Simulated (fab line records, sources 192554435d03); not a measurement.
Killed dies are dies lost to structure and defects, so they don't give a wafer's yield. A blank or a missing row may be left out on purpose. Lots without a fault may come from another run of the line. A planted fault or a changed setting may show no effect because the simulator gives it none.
Chamber matching | flow n5_finfet | N5_BEOL_M3_DEP_57 on pecvd-01: 3 sister chambers
The step deposits SiCN from 3MS/NH3, target thk 8 nm, time 14 s. 18 wafers are shown with their chamber, then 9 later ones without.

WAFERS WITH THEIR CHAMBER
wafer  | chamber | throttle_valve_pct (%) | showerhead_plenum_p_Torr (Torr)
L074.3 | 0       | 9.7                    | 3.685
L074.4 | 1       | 9.4                    | 3.664
L074.5 | 2       | 8.0                    | 3.663
L075.1 | 0       | 9.5                    | 3.676
L075.3 | 2       | 8.1                    | 3.669
L075.6 | 2       | 8.0                    | 3.667
L077.1 | 2       | 8.2                    | 3.659
L077.3 | 1       | 9.3                    | 3.660
L077.6 | 2       | 8.1                    | 3.664
L078.1 | 1       | 9.2                    | 3.670
L078.4 | 2       | 8.1                    | 3.673
L078.5 | 1       | 9.4                    | 3.660
L080.1 | 0       | 9.7                    | 3.675
L080.3 | 2       | 8.0                    | 3.673
L080.5 | 1       | 9.4                    | 3.674
L081.1 | 0       | 9.6                    | 3.668
L081.2 | 2       | 8.0                    | 3.678
L081.5 | 0       | 9.6                    | 3.662

SIGNATURES (means of the wafers above)
reading                  | chamber 0 | chamber 1 | chamber 2 | scatter within a chamber
throttle_valve_pct       | 9.620     | 9.340     | 8.062     | 0.0811
showerhead_plenum_p_Torr | 3.67320   | 3.66560   | 3.66825   | 0.00698
Rule: a wafer's distance from a chamber is the root of the sum, over the readings, of the square of ((its reading less the chamber's mean) divided by the reading's scatter). The wafer belongs to the nearest chamber; if the next one is less than 2 further off, it can't be placed. The scatter: the root of (the sum of the squares of (reading less its chamber's mean) over the shown wafers, divided by (wafers less chambers)).

WAFERS WITHOUT THEIR CHAMBER
wafer  | throttle_valve_pct (%) | showerhead_plenum_p_Torr (Torr)
L084.2 | 9.6                    | 3.671
L084.4 | 8.1                    | 3.668
L084.5 | 9.4                    | 3.662
L091.2 | 8.2                    | 3.683
L091.4 | 9.7                    | 3.666
L091.6 | 8.3                    | 3.668
L095.2 | 8.1                    | 3.669
L095.3 | 9.6                    | 3.667
L095.4 | 9.9                    | 3.663

WHICH CHAMBER EACH WENT THROUGH
wafer  | from the rows above | in truth
L084.2 | 0                   | 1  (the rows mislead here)
L084.4 | 2                   | 2
L084.5 | 1                   | 1
L091.2 | 2                   | 2
L091.4 | 0                   | 0
L091.6 | 2                   | 2
L095.2 | 2                   | 2
L095.3 | 0                   | 0
L095.4 | 0                   | 0
Placed correctly: 8 of 9. Can't be placed from these rows: 0. Placed wrongly: 1.
